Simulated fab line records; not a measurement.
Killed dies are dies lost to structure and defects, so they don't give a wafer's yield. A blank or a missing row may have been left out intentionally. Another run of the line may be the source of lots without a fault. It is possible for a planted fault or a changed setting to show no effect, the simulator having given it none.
One fault through the eyes of 2 desks | flow n5 finfet | what lay behind the numbers comes last; until then each desk has only its own

## FROM THE METROLOGY DESK
What the gauges read, lot by lot, whatever tool the lot ran on: means of the sampled wafers that have a number. A lot is out of limits, marked OUT, if its mean lies more than 4 standard deviations from the usual mean; the brackets give that distance.
Columns: A = cd nm at N5_BEOL_M15_CD_MEAS_28, usual 408.1 nm
lot  | first seen here | A
L879 | day 11 11:59    | 407.3
L881 | day 11 21:31    | 410.6
L882 | day 12 01:10    | 407.9
L880 | day 12 07:08    | 410.4
L883 | day 12 08:28    | 409.4
L885 | day 13 02:35    | 409.4
L887 | day 13 06:47    | 407.0
L895 | day 15 21:57    | 410.4
L897 | day 16 03:04    | 418.5 (+6.5) OUT
L898 | day 16 14:24    | 411.6
L901 | day 16 20:54    | 408.3
This desk's finding: out of limits on L897; first on L897, day 16 03:04 (cd nm at N5_BEOL_M15_CD_MEAS_28). L879, L881, L882, L880, L883, L885, L887, L895, L898, L901 stayed within limits.

## TOOL OWNER'S DESK, litho track-05
The tool's own readings at N5_BEOL_M15_PEB_26 (peb time 90 s): means of the sampled wafers that have a number, for each lot that ran on this tool. A lot is out of limits, marked OUT, if its mean lies more than 4 standard deviations from the usual mean; the brackets give that distance.
Columns: A = exhaust pa at N5_BEOL_M15_PEB_26, usual 45.1 Pa
lot  | first seen here | A
L880 | day 12 07:01    | 44.8
L883 | day 12 08:21    | 45.6
L885 | day 13 02:28    | 46.9
L887 | day 13 06:40    | 45.7
L895 | day 15 21:50    | 45.1
L897 | day 16 02:57    | 45.9
L898 | day 16 14:17    | 44.4
Finding of this desk: none of the 7 lots has anything out of limits.

## ALL TOGETHER
An alarm was possible from the metrology desk at day 16 03:04, on L897.
The tool owner's desk saw nothing out of limits.
On record at the tool owner's desk: L897, within its limits.
On litho track-05, each named lot ran N5_BEOL_M15_PEB_26.

## WHAT THE SIMULATOR HAD PUT IN
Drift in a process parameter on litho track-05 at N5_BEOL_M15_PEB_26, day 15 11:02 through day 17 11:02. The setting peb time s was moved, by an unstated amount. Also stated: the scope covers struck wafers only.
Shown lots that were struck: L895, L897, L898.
Time in hours between the start of the fault and the first out-of-limits reading at each desk: metrology desk, 16.
